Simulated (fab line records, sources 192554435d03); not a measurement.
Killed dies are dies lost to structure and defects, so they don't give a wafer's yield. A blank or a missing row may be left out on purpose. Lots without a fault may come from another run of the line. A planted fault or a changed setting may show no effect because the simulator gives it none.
Which tool did it? | flow n5_finfet | 11 lots, 32 wafers sampled, at 3 steps of a route of 1938

WHAT THE GAUGES READ, wafer by wafer
N5_BEOL_M10_INSPECT_58: inspects for defects (darkfield).
lot  | measured     | on                | raw_defect_count
L888 | day 9 18:59  | defect_inspect-01 | 43 82 93
L890 | day 10 11:01 | defect_inspect-02 | 73 51 68
L893 | day 10 19:02 | defect_inspect-02 | 50 90 68
L892 | day 10 19:39 | defect_inspect-02 | 62 92 47
L895 | day 11 14:17 | defect_inspect-02 | 130 83 78
L896 | day 11 20:25 | defect_inspect-02 | 64 52 71
L898 | day 12 11:35 | defect_inspect-01 | 60 83 31
L897 | day 12 14:33 | defect_inspect-01 | 55 53 71
L906 | day 14 15:35 | defect_inspect-02 | 59 51
L909 | day 15 15:20 | defect_inspect-01 | 109 96 43
L911 | day 15 22:42 | defect_inspect-02 | 113 76 83

N5_BEOL_M11_OVL_MEAS_12.
lot  | measured     | on         | M11_OVL (nm)
L888 | day 9 20:45  | overlay-02 | 0.2 0.8 1.9
L890 | day 10 12:11 | overlay-01 | -0.4 0.1 0.7
L893 | day 10 22:02 | overlay-02 | -0.4 0.0 0.0
L892 | day 10 23:44 | overlay-02 | 0.3 1.3 1.3
L895 | day 11 16:02 | overlay-01 | 0.2 -0.4 0.4
L896 | day 11 23:31 | overlay-01 | 0.8 -0.5 -0.3
L898 | day 12 13:49 | overlay-01 | 0.4 0.0 0.7
L897 | day 12 19:49 | overlay-02 | -0.4 0.4 -0.1
L906 | day 14 18:28 | overlay-01 | 1.2 0.3
L909 | day 15 17:34 | overlay-01 | 1.2 1.2 -0.2
L911 | day 16 00:22 | overlay-02 | 0.9 0.5 0.8

WHICH TOOL RAN EACH LOT (tool, then ch and the chambers of the sampled wafers, then the start)
lot  | N5_BEOL_M11_HM_DEP_02
L888 | pvd_sputter-02, day 9 20:21
L890 | pvd_sputter-01, day 10 11:47
L893 | pvd_sputter-03, day 10 21:38
L892 | pvd_sputter-02, day 10 23:12
L895 | pvd_sputter-03, day 11 15:30
L896 | pvd_sputter-01, day 11 23:07
L898 | pvd_sputter-03, day 12 13:25
L897 | pvd_sputter-01, day 12 19:17
L906 | pvd_sputter-03, day 14 18:04
L909 | pvd_sputter-01, day 15 17:10
L911 | pvd_sputter-01, day 15 23:50
- N5_BEOL_M11_HM_DEP_02: deposits TiN, target thk 20 nm.

WHAT THE TOOLS THEMSELVES READ (means of the sampled wafers that have a number; where no wafer has one, the mark that the record gives instead)
N5_BEOL_M11_HM_DEP_02.
lot  | tool           | throttle_valve_pct (%)
L888 | pvd_sputter-02 | 30.1
L890 | pvd_sputter-01 | 31.1
L893 | pvd_sputter-03 | 30.3
L892 | pvd_sputter-02 | 30.4
L895 | pvd_sputter-03 | 29.6
L896 | pvd_sputter-01 | 30.9
L898 | pvd_sputter-03 | 29.6
L897 | pvd_sputter-01 | 31.1
L906 | pvd_sputter-03 | 30.4
L909 | pvd_sputter-01 | 30.7
L911 | pvd_sputter-01 | 30.9

THE ANSWER, worked out from the rows above alone
Rule: what is usual is taken from the lots themselves. Put in order of their means at a reading, lots are off if they are a third of the lots or fewer, leave a main group of 4 or more, and stand apart from it by a gap of 3 or more times the standard deviation of the main group's means; of several such gaps the widest counts. A main group whose means are all the same, to the digits that the tables above print for the reading, isn't used. A lot without any number at a reading at which 4 lots or more have one is off too. The other lots that the step has rows for count as sound. The gauges are gone through in route order, then the tools' own readings, and for those a lot's mean is taken as printed above. The first step at which some lot is off is used, and at that step the reading that is off furthest; a lot without a number counts as furthest.
No lot is off at any reading shown: from this, nothing can be told.

WHAT THE SIMULATOR HAD PUT IN
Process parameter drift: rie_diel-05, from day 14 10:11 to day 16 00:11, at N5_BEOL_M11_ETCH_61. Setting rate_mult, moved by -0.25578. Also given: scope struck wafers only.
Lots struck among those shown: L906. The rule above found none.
